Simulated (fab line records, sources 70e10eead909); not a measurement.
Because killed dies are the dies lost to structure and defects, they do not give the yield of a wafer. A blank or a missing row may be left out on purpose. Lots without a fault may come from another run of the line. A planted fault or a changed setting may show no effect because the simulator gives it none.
Chamber matching	flow nand_harc	NHARC_A_STAIRCASE_DEP_259 on pecvd-04: 3 sister chambers
The step deposits SiON, target thk 30 nm. 6 wafers are shown with their chamber, then 7 later ones without.

== WAFERS, EACH WITH ITS CHAMBER ==
wafer	chamber	heater_power_w (W)	susceptor_temp_C (C)
L076.6	2	677	400.08
L081.1	0	829	400.45
L081.2	1	709	400.00
L081.4	1	723	400.30
L088.1	2	646	399.99
L088.2	0	836	399.75

== WAFERS MISSING THEIR CHAMBER ==
wafer	heater_power_w (W)	susceptor_temp_C (C)
L088.4	664	400.00
L093.1	756	400.07
L093.2	578	400.25
L093.3	680	399.70
L094.1	785	400.01
L094.2	763	399.95
L094.3	636	399.97

== WHICH CHAMBER EACH WENT THROUGH ==
wafer	from the rows above	in truth
L088.4	2	2
L093.1	1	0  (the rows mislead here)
L093.2	2	2
L093.3	can't be placed: 2 or 1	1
L094.1	can't be placed: 0 or 1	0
L094.2	can't be placed: 1 or 0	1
L094.3	2	2
Placed correctly: 3 of 7. Unplaceable from these rows: 3, with the true chamber sitting among the candidates in 3. 1 placed wrongly.
How it was worked out, from the rows above alone: a wafer's distance from a chamber is the root of the sum, over the readings, of the square of ((its reading less the chamber's mean) divided by the reading's scatter). The wafer belongs to the nearest chamber; if the next one is less than 2 further off, it can't be placed. For every chamber, the mean is computed from those of its wafers that are shown. The scatter is the square root of a quotient: the sum, over the shown wafers, of each reading's squared deviation from its chamber's mean, divided by wafers minus chambers.
